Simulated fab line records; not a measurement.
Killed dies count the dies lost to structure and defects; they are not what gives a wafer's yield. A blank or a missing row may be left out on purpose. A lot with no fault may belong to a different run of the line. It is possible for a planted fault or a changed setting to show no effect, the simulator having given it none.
What tool caused it? :: flow n5_finfet :: 8 lots, 24 wafers sampled, at 5 steps of a route of 1938

WHAT THE GAUGES SHOWED, per wafer
N5_BEOL_M4_RC_MEAS_101. Usual: DIBL_N 37.3 mV/V, standard deviation 2.3; DIBL_P 37.4 mV/V, standard deviation 2.9; IOFF_N 0.18 nA/um, standard deviation 0.045; IOFF_P 0.25 nA/um, standard deviation 0.054; ION_N 679 uA/um, standard deviation 15; ION_P 468 uA/um, standard deviation 9.7; SS_N 71.8 mV/dec, standard deviation 0.62; SS_P 73.6 mV/dec, standard deviation 0.76; VT_N 248 mV, standard deviation 4.1; VT_P -248 mV, standard deviation 3.6.
lot: L193
measured: day 8 14:34
on: prober-01
DIBL_N (mV/V): 36.8 36.2 37.5
DIBL_P (mV/V): 37.7 35.5 37.9
IOFF_N (nA/um): 0.16 0.14 0.17
IOFF_P (nA/um): 0.26 0.24 0.28
ION_N (uA/um): 687 669 689
ION_P (uA/um): 483 466 482
SS_N (mV/dec): 72.0 71.4 71.9
SS_P (mV/dec): 74.3 73.4 73.8
VT_N (mV): 247 251 246
VT_P (mV): -246 -245 -246
flag: 

lot: L195
measured: day 8 21:13
on: prober-01
DIBL_N (mV/V): 37.0 32.8 34.7
DIBL_P (mV/V): 38.6 32.4 35.2
IOFF_N (nA/um): 0.17 0.09 0.12
IOFF_P (nA/um): 0.24 0.14 0.18
ION_N (uA/um): 697 651 666
ION_P (uA/um): 480 450 459
SS_N (mV/dec): 71.6 71.4 71.6
SS_P (mV/dec): 72.8 71.4 72.1
VT_N (mV): 247 259 253
VT_P (mV): -249 -254 -249
flag: 

lot: L196
measured: day 8 22:00
on: prober-01
DIBL_N (mV/V): 36.8 38.7 37.2
DIBL_P (mV/V): 36.0 38.6 37.3
IOFF_N (nA/um): 0.17 0.21 0.18
IOFF_P (nA/um): 0.23 0.28 0.26
ION_N (uA/um): 683 687 692
ION_P (uA/um): 464 473 480
SS_N (mV/dec): 71.3 72.1 71.9
SS_P (mV/dec): 73.0 74.0 74.4
VT_N (mV): 251 247 248
VT_P (mV): -249 -245 -245
flag: 

lot: L197
measured: day 9 03:22
on: prober-02
DIBL_N (mV/V): 39.0 40.6 37.3
DIBL_P (mV/V): 39.4 43.2 38.2
IOFF_N (nA/um): 0.20 0.26 0.17
IOFF_P (nA/um): 0.25 0.31 0.22
ION_N (uA/um): 681 693 698
ION_P (uA/um): 464 473 469
SS_N (mV/dec): 71.6 72.8 72.0
SS_P (mV/dec): 74.0 74.9 73.0
VT_N (mV): 247 243 248
VT_P (mV): -249 -248 -251
flag: 

lot: L207
measured: day 11 22:19
on: prober-01
DIBL_N (mV/V): 41.3 36.2 35.9
DIBL_P (mV/V): 41.0 35.4 33.3
IOFF_N (nA/um): 0.29 0.17 0.14
IOFF_P (nA/um): 0.34 0.23 0.19
ION_N (uA/um): 697 689 667
ION_P (uA/um): 476 479 455
SS_N (mV/dec): 71.5 71.1 71.7
SS_P (mV/dec): 74.8 73.6 72.6
VT_N (mV): 239 246 251
VT_P (mV): -244 -246 -250
flag: 

lot: L208
measured: day 12 05:07
on: prober-02
DIBL_N (mV/V): 33.5 32.0 35.5
DIBL_P (mV/V): 34.4 33.1 35.0
IOFF_N (nA/um): 0.14 0.13 0.16
IOFF_P (nA/um): 0.20 0.19 0.21
ION_N (uA/um): 669 679 652
ION_P (uA/um): 463 468 450
SS_N (mV/dec): 70.6 70.6 71.8
SS_P (mV/dec): 73.1 72.6 73.5
VT_N (mV): 251 249 251
VT_P (mV): -249 -250 -253
flag: 

lot: L214
measured: day 13 12:40
on: prober-01
DIBL_N (mV/V): 38.2 38.9 34.8
DIBL_P (mV/V): 37.6 41.0 34.9
IOFF_N (nA/um): 0.17 0.22 0.12
IOFF_P (nA/um): 0.22 0.31 0.19
ION_N (uA/um): 663 688 654
ION_P (uA/um): 455 470 460
SS_N (mV/dec): 72.4 72.6 71.5
SS_P (mV/dec): 73.6 74.6 73.9
VT_N (mV): 254 244 257
VT_P (mV): -252 -246 -251
flag: 

lot: L215
measured: day 13 13:46
on: prober-02
DIBL_N (mV/V): 38.2 37.2 34.7
DIBL_P (mV/V): 36.8 36.0 33.0
IOFF_N (nA/um): 0.19 0.18 0.13
IOFF_P (nA/um): 0.30 0.26 0.21
ION_N (uA/um): 680 681 675
ION_P (uA/um): 476 468 472
SS_N (mV/dec): 71.5 71.3 71.0
SS_P (mV/dec): 73.7 73.0 72.6
VT_N (mV): 246 246 251
VT_P (mV): -242 -246 -248
flag: 

WHICH TOOL RAN EACH LOT (tool, then ch and the chambers of the sampled wafers, then the start)
lot: L193
N5_MOL_CONTACT_COAG_PRE_CLEAN_142: pvd_sputter-01, day 5 12:14
N5_MOL_CONTACT_COAG_DESCUM_88: rie_diel-06 ch 0,1,3, day 5 17:29
N5_MOL_CONTACT_COAG_ETCH_90: rie_diel-06 ch 0,1,3, day 5 17:33
N5_MOL_CONTACT_COAG_ETCHBACK_135: rie_diel-02 ch 0,1,3, day 5 18:02

lot: L195
N5_MOL_CONTACT_COAG_PRE_CLEAN_142: pvd_sputter-02, day 5 16:51
N5_MOL_CONTACT_COAG_DESCUM_88: rie_diel-06 ch 1,2,3, day 5 20:55
N5_MOL_CONTACT_COAG_ETCH_90: rie_diel-06 ch 1,2,3, day 5 20:58
N5_MOL_CONTACT_COAG_ETCHBACK_135: rie_diel-04 ch 0,2,3, day 5 21:21

lot: L196
N5_MOL_CONTACT_COAG_PRE_CLEAN_142: pvd_sputter-02, day 6 02:35
N5_MOL_CONTACT_COAG_DESCUM_88: rie_diel-04 ch 0,2,3, day 6 06:43
N5_MOL_CONTACT_COAG_ETCH_90: rie_diel-04 ch 0,2,3, day 6 06:46
N5_MOL_CONTACT_COAG_ETCHBACK_135: rie_diel-02 ch 0,3, day 6 08:24

lot: L197
N5_MOL_CONTACT_COAG_PRE_CLEAN_142: pvd_sputter-01, day 6 05:26
N5_MOL_CONTACT_COAG_DESCUM_88: rie_diel-04 ch 1,3, day 6 09:37
N5_MOL_CONTACT_COAG_ETCH_90: rie_diel-04 ch 1,3, day 6 09:40
N5_MOL_CONTACT_COAG_ETCHBACK_135: rie_diel-04 ch 0,1,2, day 6 10:02

lot: L207
N5_MOL_CONTACT_COAG_PRE_CLEAN_142: pvd_sputter-03, day 8 17:07
N5_MOL_CONTACT_COAG_DESCUM_88: rie_diel-04 ch 0,2,3, day 8 21:38
N5_MOL_CONTACT_COAG_ETCH_90: rie_diel-04 ch 0,2,3, day 8 21:41
N5_MOL_CONTACT_COAG_ETCHBACK_135: rie_diel-02 ch 0,3, day 8 22:04

lot: L208
N5_MOL_CONTACT_COAG_PRE_CLEAN_142: pvd_sputter-03, day 8 23:34
N5_MOL_CONTACT_COAG_DESCUM_88: rie_diel-06 ch 0,3, day 9 03:29
N5_MOL_CONTACT_COAG_ETCH_90: rie_diel-06 ch 0,3, day 9 03:32
N5_MOL_CONTACT_COAG_ETCHBACK_135: rie_diel-06 ch 1,2, day 9 03:55

lot: L214
N5_MOL_CONTACT_COAG_PRE_CLEAN_142: pvd_sputter-01, day 10 13:26
N5_MOL_CONTACT_COAG_DESCUM_88: rie_diel-04 ch 0,2,3, day 10 18:22
N5_MOL_CONTACT_COAG_ETCH_90: rie_diel-04 ch 0,2,3, day 10 18:26
N5_MOL_CONTACT_COAG_ETCHBACK_135: rie_diel-04 ch 0,1,2, day 10 18:53

lot: L215
N5_MOL_CONTACT_COAG_PRE_CLEAN_142: pvd_sputter-02, day 10 19:21
N5_MOL_CONTACT_COAG_DESCUM_88: rie_diel-06 ch 0,1,3, day 10 23:25
N5_MOL_CONTACT_COAG_ETCH_90: rie_diel-06 ch 0,1,3, day 10 23:28
N5_MOL_CONTACT_COAG_ETCHBACK_135: rie_diel-06 ch 1,2,3, day 11 00:25
- N5_MOL_CONTACT_COAG_PRE_CLEAN_142: time 60 s.
- N5_MOL_CONTACT_COAG_DESCUM_88: chemistry O2, time 7 s.
- N5_MOL_CONTACT_COAG_ETCH_90: etches SiARC in CF4, target depth 13 nm, time 21.7 s.
- N5_MOL_CONTACT_COAG_ETCHBACK_135: etches SiO2 in CHF3, target depth 25 nm, time 16.7 s.

WHAT THE TOOLS THEMSELVES READ (means of the sampled wafers that have a number; where no wafer has one, the mark that the record gives instead)
N5_MOL_CONTACT_COAG_PRE_CLEAN_142. Usual: heater_power_w 455 W, standard deviation 47.
lot: L193
tool: pvd_sputter-01
heater_power_w (W): 484
flag: 

lot: L195
tool: pvd_sputter-02
heater_power_w (W): 418
flag: 

lot: L196
tool: pvd_sputter-02
heater_power_w (W): 414
flag: 

lot: L197
tool: pvd_sputter-01
heater_power_w (W): 490
flag: 

lot: L207
tool: pvd_sputter-03
heater_power_w (W): 449
flag: 

lot: L208
tool: pvd_sputter-03
heater_power_w (W): 430
flag: 

lot: L214
tool: pvd_sputter-01
heater_power_w (W): 487
flag: 

lot: L215
tool: pvd_sputter-02
heater_power_w (W): 449
flag: 

N5_MOL_CONTACT_COAG_DESCUM_88. Usual: drypump_motor_current_A 5.6 A, standard deviation 0.39; oes_product_au 0.78 a.u., standard deviation 0.081; rf_vpp_V 242.7 V, standard deviation 1.2; showerhead_plenum_p_Torr 2.06 Torr, standard deviation 0.063; throttle_valve_pct 20.45 %, standard deviation 0.15.
lot: L193
tool: rie_diel-06
drypump_motor_current_A (A): 5.8
oes_product_au (a.u.): 0.84
rf_vpp_V (V): 242.1
showerhead_plenum_p_Torr (Torr): 2.04
throttle_valve_pct (%): 20.34
flag: 

lot: L195
tool: rie_diel-06
drypump_motor_current_A (A): 5.7
oes_product_au (a.u.): 0.88
rf_vpp_V (V): 242.9
showerhead_plenum_p_Torr (Torr): 2.05
throttle_valve_pct (%): 20.45
flag: 

lot: L196
tool: rie_diel-04
drypump_motor_current_A (A): 5.9
oes_product_au (a.u.): 0.75
rf_vpp_V (V): 243.0
showerhead_plenum_p_Torr (Torr): 2.10
throttle_valve_pct (%): 20.48
flag: 

lot: L197
tool: rie_diel-04
drypump_motor_current_A (A): 5.4
oes_product_au (a.u.): 0.79
rf_vpp_V (V): 241.4
showerhead_plenum_p_Torr (Torr): 2.02
throttle_valve_pct (%): 20.54
flag: 

lot: L207
tool: rie_diel-04
drypump_motor_current_A (A): 5.9
oes_product_au (a.u.): 0.73
rf_vpp_V (V): 243.6
showerhead_plenum_p_Torr (Torr): 2.09
throttle_valve_pct (%): 20.51
flag: 

lot: L208
tool: rie_diel-06
drypump_motor_current_A (A): 5.6
oes_product_au (a.u.): 0.89
rf_vpp_V (V): 241.7
showerhead_plenum_p_Torr (Torr): 2.03
throttle_valve_pct (%): 20.24
flag: 

lot: L214
tool: rie_diel-04
drypump_motor_current_A (A): 5.9
oes_product_au (a.u.): 0.73
rf_vpp_V (V): 242.5
showerhead_plenum_p_Torr (Torr): 2.09
throttle_valve_pct (%): 20.53
flag: 

lot: L215
tool: rie_diel-06
drypump_motor_current_A (A): 5.8
oes_product_au (a.u.): 0.87
rf_vpp_V (V): 242.8
showerhead_plenum_p_Torr (Torr): 2.03
throttle_valve_pct (%): 20.30
flag: 

N5_MOL_CONTACT_COAG_ETCH_90. Usual: bias_w 36.01 W, standard deviation 0.1; drypump_motor_current_A 5.6 A, standard deviation 0.39; etch_rf_on_time_s 21.7 s, standard deviation 0.62; mfc_ar_sccm 99.97 sccm, standard deviation 0.28; oes_product_au 0.67 a.u., standard deviation 0.073; rf_vpp_V 183.8 V, standard deviation 1; showerhead_plenum_p_Torr 2.11 Torr, standard deviation 0.045; throttle_valve_pct 15.66 %, standard deviation 0.14.
lot: L193
tool: rie_diel-06
bias_w (W): 36.06
drypump_motor_current_A (A): 5.8
etch_rf_on_time_s (s): 21.6
mfc_ar_sccm (sccm): 100.45
oes_product_au (a.u.): 0.72
rf_vpp_V (V): 183.1
showerhead_plenum_p_Torr (Torr): 2.11
throttle_valve_pct (%): 15.63
flag: 

lot: L195
tool: rie_diel-06
bias_w (W): 36.07
drypump_motor_current_A (A): 5.7
etch_rf_on_time_s (s): 21.9
mfc_ar_sccm (sccm): 99.83
oes_product_au (a.u.): 0.74
rf_vpp_V (V): 183.7
showerhead_plenum_p_Torr (Torr): 2.11
throttle_valve_pct (%): 15.66
flag: 

lot: L196
tool: rie_diel-04
bias_w (W): 35.93
drypump_motor_current_A (A): 5.9
etch_rf_on_time_s (s): 21.4
mfc_ar_sccm (sccm): 99.92
oes_product_au (a.u.): 0.64
rf_vpp_V (V): 184.2
showerhead_plenum_p_Torr (Torr): 2.14
throttle_valve_pct (%): 15.61
flag: 

lot: L197
tool: rie_diel-04
bias_w (W): 36.06
drypump_motor_current_A (A): 5.4
etch_rf_on_time_s (s): 20.9
mfc_ar_sccm (sccm): 99.81
oes_product_au (a.u.): 0.68
rf_vpp_V (V): 183.1
showerhead_plenum_p_Torr (Torr): 2.08
throttle_valve_pct (%): 15.72
flag: 

lot: L207
tool: rie_diel-04
bias_w (W): 36.00
drypump_motor_current_A (A): 5.9
etch_rf_on_time_s (s): 21.6
mfc_ar_sccm (sccm): 100.15
oes_product_au (a.u.): 0.62
rf_vpp_V (V): 183.8
showerhead_plenum_p_Torr (Torr): 2.13
throttle_valve_pct (%): 15.66
flag: 

lot: L208
tool: rie_diel-06
bias_w (W): 35.99
drypump_motor_current_A (A): 5.6
etch_rf_on_time_s (s): 21.6
mfc_ar_sccm (sccm): 99.90
oes_product_au (a.u.): 0.76
rf_vpp_V (V): 183.1
showerhead_plenum_p_Torr (Torr): 2.10
throttle_valve_pct (%): 15.45
flag: 

lot: L214
tool: rie_diel-04
bias_w (W): 36.06
drypump_motor_current_A (A): 5.9
etch_rf_on_time_s (s): 21.6
mfc_ar_sccm (sccm): 100.05
oes_product_au (a.u.): 0.62
rf_vpp_V (V): 184.1
showerhead_plenum_p_Torr (Torr): 2.12
throttle_valve_pct (%): 15.69
flag: 

lot: L215
tool: rie_diel-06
bias_w (W): 36.06
drypump_motor_current_A (A): 5.8
etch_rf_on_time_s (s): 21.6
mfc_ar_sccm (sccm): 99.87
oes_product_au (a.u.): 0.74
rf_vpp_V (V): 183.7
showerhead_plenum_p_Torr (Torr): 2.09
throttle_valve_pct (%): 15.54
flag: 

N5_MOL_CONTACT_COAG_ETCHBACK_135. Usual: bias_w is 170.0 W with standard deviation 0.55, drypump_motor_current_A is 5.5 A with standard deviation 0.42, mfc_ar_sccm is 200.0 sccm with standard deviation 0.7, oes_product_au is 0.78 a.u. with standard deviation 0.083, rf_vpp_V is 522 V with standard deviation 18, showerhead_plenum_p_Torr is 2.36 Torr with standard deviation 0.064, and throttle_valve_pct is 18.73 % with standard deviation 0.16.
lot: L193
tool: rie_diel-02
bias_w (W): 169.6
drypump_motor_current_A (A): 5.6
mfc_ar_sccm (sccm): 200.2
oes_product_au (a.u.): 0.79
rf_vpp_V (V): 525
showerhead_plenum_p_Torr (Torr): 2.35
throttle_valve_pct (%): 18.65
flag: 

lot: L195
tool: rie_diel-04
bias_w (W): 169.7
drypump_motor_current_A (A): 5.9
mfc_ar_sccm (sccm): 200.6
oes_product_au (a.u.): 0.75
rf_vpp_V (V): 509
showerhead_plenum_p_Torr (Torr): 2.38
throttle_valve_pct (%): 18.74
flag: 

lot: L196
tool: rie_diel-02
bias_w (W): 170.1
drypump_motor_current_A (A): 5.4
mfc_ar_sccm (sccm): 200.0
oes_product_au (a.u.): 0.84
rf_vpp_V (V): 530
showerhead_plenum_p_Torr (Torr): 2.38
throttle_valve_pct (%): 18.77
flag: 

lot: L197
tool: rie_diel-04
bias_w (W): 170.3
drypump_motor_current_A (A): 5.7
mfc_ar_sccm (sccm): 199.9
oes_product_au (a.u.): 0.73
rf_vpp_V (V): 508
showerhead_plenum_p_Torr (Torr): 2.38
throttle_valve_pct (%): 18.85
flag: 

lot: L207
tool: rie_diel-02
bias_w (W): 169.7
drypump_motor_current_A (A): 5.7
mfc_ar_sccm (sccm): 200.5
oes_product_au (a.u.): 0.83
rf_vpp_V (V): 534
showerhead_plenum_p_Torr (Torr): 2.41
throttle_valve_pct (%): 18.77
flag: 

lot: L208
tool: rie_diel-06
bias_w (W): 170.6
drypump_motor_current_A (A): 6.0
mfc_ar_sccm (sccm): 199.8
oes_product_au (a.u.): 0.84
rf_vpp_V (V): 548
showerhead_plenum_p_Torr (Torr): 2.33
throttle_valve_pct (%): 18.86
flag: 

lot: L214
tool: rie_diel-04
bias_w (W): 170.8
drypump_motor_current_A (A): 5.7
mfc_ar_sccm (sccm): 199.7
oes_product_au (a.u.): 0.71
rf_vpp_V (V): 508
showerhead_plenum_p_Torr (Torr): 2.36
throttle_valve_pct (%): 18.90
flag: 

lot: L215
tool: rie_diel-06
bias_w (W): 169.8
drypump_motor_current_A (A): 5.7
mfc_ar_sccm (sccm): 199.8
oes_product_au (a.u.): 0.81
rf_vpp_V (V): 538
showerhead_plenum_p_Torr (Torr): 2.33
throttle_valve_pct (%): 18.83
flag: 

THE ANSWER, worked out from the rows above alone
Rule: a lot is off if the mean of its wafers that have a number lies more than 3 standard deviations from the usual mean. A lot without any number at a reading at which 4 lots or more have one is off too. Where the step has rows for the other lots, those lots are counted as sound. Order of review: gauges by route order, followed by the tools' own readings, for which a lot's mean as printed above is used. The first step at which some lot is off is used, and at that step the reading that is off furthest; a lot without a number counts as furthest.
Nothing can be told from this: no lot is off at any reading shown.

WHAT WAS PUT IN BY THE SIMULATOR
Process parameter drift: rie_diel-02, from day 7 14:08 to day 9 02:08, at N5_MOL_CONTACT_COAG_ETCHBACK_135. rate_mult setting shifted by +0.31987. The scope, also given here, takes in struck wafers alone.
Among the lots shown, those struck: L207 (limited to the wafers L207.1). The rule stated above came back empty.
